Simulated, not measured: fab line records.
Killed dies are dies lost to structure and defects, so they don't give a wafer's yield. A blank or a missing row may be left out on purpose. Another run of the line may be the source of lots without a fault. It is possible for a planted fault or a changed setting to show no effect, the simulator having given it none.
Which tool is to blame? / flow nand harc / 12 lots, 34 wafers sampled, at 5 steps of a route of 1302

== WHAT EACH GAUGE READ, for each wafer ==
Not one reading of a measure or inspect step in the record can be checked against a usual standard deviation.

== WHICH TOOL RAN EACH LOT (tool, then ch and the chambers of the sampled wafers, then the start) ==
lot=L670; NHARC_P_M1_ETCH_28=rie diel-01 ch 0,2,3, day 6 11:31 or earlier; NHARC_P_M1_PVD_20=pvd sputter-02, day 6 11:31 or earlier; NHARC_P_M1_ECD_22=ecd cu-01 ch 0,1, day 6 11:31; NHARC_P_M1_ANNEAL_31=rtp anneal-02 ch 0, day 6 11:53; NHARC_P_M1_CMP_23=cmp-02 ch 0,1,2, day 6 12:18
lot=L675; NHARC_P_M1_ETCH_28=rie diel-02 ch 1,2,3, day 8 03:31 or earlier; NHARC_P_M1_PVD_20=pvd sputter-02, day 8 03:31 or earlier; NHARC_P_M1_ECD_22=ecd cu-01 ch 0,1, day 8 03:31; NHARC_P_M1_ANNEAL_31=rtp anneal-01 ch 0, day 8 03:53; NHARC_P_M1_CMP_23=cmp-01 ch 0,1,2, day 8 04:10
lot=L674; NHARC_P_M1_ETCH_28=rie diel-02 ch 1,2, day 8 04:25 or earlier; NHARC_P_M1_PVD_20=pvd sputter-03, day 8 04:25 or earlier; NHARC_P_M1_ECD_22=ecd cu-02 ch 0, day 8 04:25; NHARC_P_M1_ANNEAL_31=rtp anneal-02 ch 0, day 8 04:47; NHARC_P_M1_CMP_23=cmp-02 ch 0,1,2, day 8 05:07
lot=L676; NHARC_P_M1_ETCH_28=rie diel-02 ch 1,2, day 9 03:05 or earlier; NHARC_P_M1_PVD_20=pvd sputter-02, day 9 03:05 or earlier; NHARC_P_M1_ECD_22=ecd cu-02 ch 0,1, day 9 03:05; NHARC_P_M1_ANNEAL_31=rtp anneal-02 ch 0, day 9 03:28; NHARC_P_M1_CMP_23=cmp-02 ch 1,2, day 9 03:43
lot=L678; NHARC_P_M1_ETCH_28=rie diel-02 ch 0,1,2, day 9 14:42 or earlier; NHARC_P_M1_PVD_20=pvd sputter-03, day 9 14:42 or earlier; NHARC_P_M1_ECD_22=ecd cu-01 ch 0,1, day 9 14:42; NHARC_P_M1_ANNEAL_31=rtp anneal-02 ch 0, day 9 15:01; NHARC_P_M1_CMP_23=cmp-04 ch 1,2,3, day 9 15:27
lot=L681; NHARC_P_M1_ETCH_28=rie diel-02 ch 2,3, day 11 01:49 or earlier; NHARC_P_M1_PVD_20=pvd sputter-01, day 11 01:49 or earlier; NHARC_P_M1_ECD_22=ecd cu-02 ch 0,1, day 11 01:49; NHARC_P_M1_ANNEAL_31=rtp anneal-01 ch 0, day 11 02:12; NHARC_P_M1_CMP_23=cmp-01 ch 2,3, day 11 02:32
lot=L686; NHARC_P_M1_ETCH_28=rie diel-01 ch 0,2,3, day 13 07:37 or earlier; NHARC_P_M1_PVD_20=pvd sputter-01, day 13 07:37 or earlier; NHARC_P_M1_ECD_22=ecd cu-01 ch 0,1, day 13 07:37; NHARC_P_M1_ANNEAL_31=rtp anneal-02 ch 0, day 13 08:01; NHARC_P_M1_CMP_23=cmp-01 ch 0,1,2, day 13 08:22
lot=L685; NHARC_P_M1_ETCH_28=rie diel-01 ch 2,3, day 13 08:39 or earlier; NHARC_P_M1_PVD_20=pvd sputter-03, day 13 08:39 or earlier; NHARC_P_M1_ECD_22=ecd cu-01 ch 0,1, day 13 08:39; NHARC_P_M1_ANNEAL_31=rtp anneal-01 ch 0, day 13 09:04; NHARC_P_M1_CMP_23=cmp-01 ch 0,1, day 13 09:18
lot=L688; NHARC_P_M1_ETCH_28=rie diel-01 ch 1,2,3, day 13 17:56 or earlier; NHARC_P_M1_PVD_20=pvd sputter-03, day 13 17:56 or earlier; NHARC_P_M1_ECD_22=ecd cu-01 ch 0,1, day 13 17:56; NHARC_P_M1_ANNEAL_31=rtp anneal-02 ch 0, day 13 18:19; NHARC_P_M1_CMP_23=cmp-04 ch 1,2, day 13 18:41
lot=L689; NHARC_P_M1_ETCH_28=rie diel-01 ch 0,2, day 14 19:48 or earlier; NHARC_P_M1_PVD_20=pvd sputter-02, day 14 19:48 or earlier; NHARC_P_M1_ECD_22=ecd cu-01 ch 1, day 14 19:48; NHARC_P_M1_ANNEAL_31=rtp anneal-02 ch 0, day 14 20:14; NHARC_P_M1_CMP_23=cmp-01 ch 1,2, day 14 20:31
lot=L690; NHARC_P_M1_ETCH_28=rie diel-02 ch 0,2,3, day 14 20:17 or earlier; NHARC_P_M1_PVD_20=pvd sputter-03, day 14 20:17 or earlier; NHARC_P_M1_ECD_22=ecd cu-02 ch 0,1, day 14 20:17; NHARC_P_M1_ANNEAL_31=rtp anneal-01 ch 0, day 14 20:40; NHARC_P_M1_CMP_23=cmp-01 ch 0,2,3, day 14 21:01
lot=L692; NHARC_P_M1_ETCH_28=rie diel-02 ch 1,3, day 15 13:39 or earlier; NHARC_P_M1_PVD_20=pvd sputter-01, day 15 13:39 or earlier; NHARC_P_M1_ECD_22=ecd cu-02 ch 0,1, day 15 13:39; NHARC_P_M1_ANNEAL_31=rtp anneal-02 ch 0, day 15 14:02; NHARC_P_M1_CMP_23=cmp-04 ch 1,3, day 15 14:24
- NHARC_P_M1_ETCH_28: etches the open film in CF4/N2, target depth 30 nm, time 72.99 s.
- NHARC_P_M1_PVD_20: deposits TaN, target thk 5 nm, time 8.06 s.
- NHARC_P_M1_ECD_22: material Cu, target thk 400 nm.
- NHARC_P_M1_ANNEAL_31: time 90 s.
- NHARC_P_M1_CMP_23: polishes, t overpolish 20 s, target thk 157.82 nm.

== WHAT THE TOOLS THEMSELVES READ (means of the sampled wafers that have a number; where no wafer has one, the mark that the record gives instead) ==
NHARC_P_M1_ETCH_28. Usual: for bias w, 100.02 W with a standard deviation of 0.3; for chamber pressure mTorr, 29.999 mTorr with a standard deviation of 0.027; for drypump motor current A, 5.7 A with a standard deviation of 0.46; for oes product au, 1.003 a.u. with a standard deviation of 0.011; for rf vpp V, 314.2 V with a standard deviation of 2.5; for showerhead plenum p Torr, 2.63 Torr with a standard deviation of 0.14; for throttle valve pct, 19.795 % with a standard deviation of 0.0098.
lot=L670; tool=rie diel-01; bias w (W)=100.28; chamber pressure mTorr (mTorr)=29.993; drypump motor current A (A)=5.7; oes product au (a.u.)=1.007; rf vpp V (V)=315.7; showerhead plenum p Torr (Torr)=2.67; throttle valve pct (%)=19.795; flag=
lot=L675; tool=rie diel-02; bias w (W)=100.07; chamber pressure mTorr (mTorr)=30.001; drypump motor current A (A)=5.5; oes product au (a.u.)=0.999; rf vpp V (V)=314.9; showerhead plenum p Torr (Torr)=2.67; throttle valve pct (%)=19.788; flag=
lot=L674; tool=rie diel-02; bias w (W)=100.05; chamber pressure mTorr (mTorr)=30.004; drypump motor current A (A)=5.5; oes product au (a.u.)=0.996; rf vpp V (V)=314.3; showerhead plenum p Torr (Torr)=2.64; throttle valve pct (%)=19.801; flag=
lot=L676; tool=rie diel-02; bias w (W)=99.85; chamber pressure mTorr (mTorr)=30.031; drypump motor current A (A)=5.5; oes product au (a.u.)=0.992; rf vpp V (V)=313.8; showerhead plenum p Torr (Torr)=2.59; throttle valve pct (%)=19.798; flag=
lot=L678; tool=rie diel-02; bias w (W)=100.13; chamber pressure mTorr (mTorr)=29.997; drypump motor current A (A)=5.7; oes product au (a.u.)=0.992; rf vpp V (V)=312.7; showerhead plenum p Torr (Torr)=2.57; throttle valve pct (%)=19.798; flag=
lot=L681; tool=rie diel-02; bias w (W)=99.68; chamber pressure mTorr (mTorr)=30.015; drypump motor current A (A)=5.5; oes product au (a.u.)=1.014; rf vpp V (V)=313.4; showerhead plenum p Torr (Torr)=2.62; throttle valve pct (%)=19.802; flag=
lot=L686; tool=rie diel-01; bias w (W)=100.14; chamber pressure mTorr (mTorr)=30.012; drypump motor current A (A)=5.7; oes product au (a.u.)=1.003; rf vpp V (V)=314.0; showerhead plenum p Torr (Torr)=2.67; throttle valve pct (%)=19.792; flag=
lot=L685; tool=rie diel-01; bias w (W)=99.75; chamber pressure mTorr (mTorr)=30.001; drypump motor current A (A)=6.1; oes product au (a.u.)=0.999; rf vpp V (V)=314.8; showerhead plenum p Torr (Torr)=2.62; throttle valve pct (%)=19.787; flag=
lot=L688; tool=rie diel-01; bias w (W)=100.04; chamber pressure mTorr (mTorr)=29.987; drypump motor current A (A)=5.8; oes product au (a.u.)=0.995; rf vpp V (V)=314.6; showerhead plenum p Torr (Torr)=2.69; throttle valve pct (%)=19.788; flag=
lot=L689; tool=rie diel-01; bias w (W)=100.03; chamber pressure mTorr (mTorr)=30.035; drypump motor current A (A)=5.6; oes product au (a.u.)=1.010; rf vpp V (V)=316.4; showerhead plenum p Torr (Torr)=2.77; throttle valve pct (%)=19.803; flag=
lot=L690; tool=rie diel-02; bias w (W)=99.91; chamber pressure mTorr (mTorr)=30.004; drypump motor current A (A)=5.7; oes product au (a.u.)=0.996; rf vpp V (V)=313.3; showerhead plenum p Torr (Torr)=2.59; throttle valve pct (%)=19.798; flag=
lot=L692; tool=rie diel-02; bias w (W)=100.37; chamber pressure mTorr (mTorr)=29.979; drypump motor current A (A)=5.5; oes product au (a.u.)=0.999; rf vpp V (V)=316.3; showerhead plenum p Torr (Torr)=2.73; throttle valve pct (%)=19.792; flag=

NHARC_P_M1_PVD_20. Usual: throttle valve pct at 29.6 %, with a standard deviation of 0.65.
lot=L670; tool=pvd sputter-02; throttle valve pct (%)=29.8; flag=
lot=L675; tool=pvd sputter-02; throttle valve pct (%)=30.0; flag=
lot=L674; tool=pvd sputter-03; throttle valve pct (%)=29.6; flag=
lot=L676; tool=pvd sputter-02; throttle valve pct (%)=29.9; flag=
lot=L678; tool=pvd sputter-03; throttle valve pct (%)=29.3; flag=
lot=L681; tool=pvd sputter-01; throttle valve pct (%)=29.4; flag=
lot=L686; tool=pvd sputter-01; throttle valve pct (%)=29.7; flag=
lot=L685; tool=pvd sputter-03; throttle valve pct (%)=29.3; flag=
lot=L688; tool=pvd sputter-03; throttle valve pct (%)=29.2; flag=
lot=L689; tool=pvd sputter-02; throttle valve pct (%)=30.2; flag=
lot=L690; tool=pvd sputter-03; throttle valve pct (%)=29.0; flag=
lot=L692; tool=pvd sputter-01; throttle valve pct (%)=29.8; flag=

NHARC_P_M1_ANNEAL_31. Usual: wafer_temp_C_max at 225.68, with a standard deviation of 0.21.
lot=L670; tool=rtp anneal-02; wafer_temp_C_max=225.76; flag=
lot=L675; tool=rtp anneal-01; wafer_temp_C_max=225.44; flag=
lot=L674; tool=rtp anneal-02; wafer_temp_C_max=225.73; flag=
lot=L676; tool=rtp anneal-02; wafer_temp_C_max=225.71; flag=
lot=L678; tool=rtp anneal-02; wafer_temp_C_max=225.71; flag=
lot=L681; tool=rtp anneal-01; wafer_temp_C_max=225.80; flag=
lot=L686; tool=rtp anneal-02; wafer_temp_C_max=225.82; flag=
lot=L685; tool=rtp anneal-01; wafer_temp_C_max=225.47; flag=
lot=L688; tool=rtp anneal-02; wafer_temp_C_max=225.66; flag=
lot=L689; tool=rtp anneal-02; wafer_temp_C_max=225.78; flag=
lot=L690; tool=rtp anneal-01; wafer_temp_C_max=225.73; flag=
lot=L692; tool=rtp anneal-02; wafer_temp_C_max=225.56; flag=

NHARC_P_M1_CMP_23. Usual: edge zone pressure frac 1.000, standard deviation 0.0049; motor current A 11.2 A, standard deviation 1.2; pad life wafers 183, standard deviation 97; time to endpoint s 28.1 s, standard deviation 2.8.
lot=L670; tool=cmp-02; edge zone pressure frac=1.005; motor current A (A)=12.0; pad life wafers=326; time to endpoint s (s)=27.1; flag=
lot=L675; tool=cmp-01; edge zone pressure frac=0.998; motor current A (A)=10.3; pad life wafers=308; time to endpoint s (s)=27.2; flag=
lot=L674; tool=cmp-02; edge zone pressure frac=1.001; motor current A (A)=12.0; pad life wafers=140; time to endpoint s (s)=26.6; flag=
lot=L676; tool=cmp-02; edge zone pressure frac=1.002; motor current A (A)=11.6; pad life wafers=210; time to endpoint s (s)=25.6; flag=
lot=L678; tool=cmp-04; edge zone pressure frac=1.002; motor current A (A)=12.4; pad life wafers=321; time to endpoint s (s)=29.7; flag=
lot=L681; tool=cmp-01; edge zone pressure frac=1.002; motor current A (A)=11.0; pad life wafers=186; time to endpoint s (s)=25.7; flag=
lot=L686; tool=cmp-01; edge zone pressure frac=1.001; motor current A (A)=10.6; pad life wafers=2; time to endpoint s (s)=28.2; flag=
lot=L685; tool=cmp-01; edge zone pressure frac=1.002; motor current A (A)=10.5; pad life wafers=6; time to endpoint s (s)=22.1; flag=
lot=L688; tool=cmp-04; edge zone pressure frac=0.999; motor current A (A)=12.3; pad life wafers=300; time to endpoint s (s)=22.1; flag=
lot=L689; tool=cmp-01; edge zone pressure frac=0.996; motor current A (A)=10.8; pad life wafers=162; time to endpoint s (s)=20.4; flag=
lot=L690; tool=cmp-01; edge zone pressure frac=1.001; motor current A (A)=10.4; pad life wafers=169; time to endpoint s (s)=25.1; flag=
lot=L692; tool=cmp-04; edge zone pressure frac=1.002; motor current A (A)=11.3; pad life wafers=110; time to endpoint s (s)=28.9; flag=

== THE ANSWER, worked out from the rows above alone ==
Rule: lot off if the mean of its wafers having a number is beyond 3 standard deviations from the usual mean. Also off: a lot with no number at a reading for which 4 or more lots have one. Any other lot the step has rows for is counted as sound. Order of review: gauges by route order, followed by the tools' own readings, for which a lot's mean as printed above is used. The first step at which some lot is off is used, and at that step the reading that is off furthest; a lot without a number counts as furthest.
Nothing can be told from this: no lot is off at any reading shown.

== WHAT THE SIMULATOR PUT IN ==
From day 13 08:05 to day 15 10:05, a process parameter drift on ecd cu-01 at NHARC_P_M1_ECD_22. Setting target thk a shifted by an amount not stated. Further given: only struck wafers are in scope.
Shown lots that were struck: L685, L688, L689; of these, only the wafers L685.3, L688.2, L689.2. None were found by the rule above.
